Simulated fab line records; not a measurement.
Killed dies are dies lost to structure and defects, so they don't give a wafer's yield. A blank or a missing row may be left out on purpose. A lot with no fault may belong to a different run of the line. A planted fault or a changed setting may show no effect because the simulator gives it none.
Split-lot study	flow n5_finfet	on a route of 1938 steps: 7 lots, 21 wafers read

== ABOUT THE SPLIT ==
At N5_BEOL_M13_SPUTTER_43 (material TaN, target thk 15 nm, time 24.19 s), the setting time_s was moved away from the recipe's 24.19 s on 10 of the 21 wafers read, by -9.3% to +14.5%. All remaining wafers had this setting at the recipe value.

The split's own step is where the reading is taken.

== THE READING ==
TaN_of_BEOL_M13_SPUTTER_43.thk_nm (the simulator's own value, which no gauge read), in nm, at N5_BEOL_M13_SPUTTER_43 (material TaN, target thk 15 nm, time 24.19 s). No usual value for it is given in the file. Here, 11 wafers ran the recipe; their average is 15.0 nm with a standard deviation of 0.12 nm.

wafer	tool, chamber at the split	time_s as run, s	against the recipe	TaN_of_BEOL_M13_SPUTTER_43.thk_nm, nm	against lot-mates on the recipe
L078.4	pvd_sputter-02, -	24.19	recipe	15	-
L078.6	pvd_sputter-02, -	24.19	recipe	15	-
L078.5	pvd_sputter-02, -	27.69	+14.5%	17.2	+2.2
L080.3	pvd_sputter-01, -	24.19	recipe	15	-
L080.4	pvd_sputter-01, -	24.19	recipe	15	-
L080.5	pvd_sputter-01, -	24.19	recipe	14.8	-
L081.1	pvd_sputter-01, -	21.95	-9.3%	13.6	-1.4
L081.2	pvd_sputter-01, -	24.19	recipe	15	-
L081.5	pvd_sputter-01, -	24.19	recipe	15	-
L084.1	pvd_sputter-02, -	24.19	recipe	14.8	-
L084.4	pvd_sputter-02, -	22.75	-6.0%	14	-0.8
L084.5	pvd_sputter-02, -	22.75	-6.0%	14	-0.8
L093.1	pvd_sputter-03, -	25.43	+5.1%	15.8	+0.8
L093.3	pvd_sputter-03, -	25.43	+5.1%	15.8	+0.8
L093.6	pvd_sputter-03, -	24.19	recipe	15	-
L096.3	pvd_sputter-03, -	24.19	recipe	15.2	-
L096.4	pvd_sputter-03, -	26.37	+9.0%	16.4	+1.2
L096.5	pvd_sputter-03, -	26.37	+9.0%	16.4	+1.2
L097.1	pvd_sputter-01, -	27.32	+12.9%	17	+1.8
L097.3	pvd_sputter-01, -	27.32	+12.9%	17	+1.8
L097.6	pvd_sputter-01, -	24.19	recipe	15.2	-

THE FIT
A straight line over all 21 wafers: TaN_of_BEOL_M13_SPUTTER_43.thk_nm changes by +0.155 nm for each +1% of time_s; r = +1.00; the points scatter about the line by 0.096 nm.
The same after taking each lot's own level away (the mean of its wafers on the recipe; 21 wafers): +0.143 nm for each +1%; r = +1.00; scatter 0.067 nm.
On that fit, the largest move of time_s shifts the reading by 2.1 nm.
From 14.80 to 15.20 nm: that is the span of the lots' own levels, equal to 3.3 times the standard deviation above.
The two slopes agree, so the slope changes little with the lot-to-lot level.
Check: +2.03 nm against its lot-mates is what the line predicts for one of the wafers moved furthest among these (+14.5%) when that wafer is left out of the fit. It came out at +2.2 nm against them.

== THESE WAFERS: OTHER SPLITS ==
Note: prior to the reading, these wafers also went through further splits. Each is held against what the fit with the lots' levels taken away leaves over:
other split on the same wafers	wafers away from the commonest value	r with TaN_of_BEOL_M13_SPUTTER_43.thk_nm (lot level and that fit taken away)
N5_BEOL_M13_COAT_58 spin_rpm	9	+0.26

== THE FILE'S OWN FIT ==
TaN_of_BEOL_M13_SPUTTER_43.thk_nm changes by +0.145 nm for each +1% of time_s, r = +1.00.
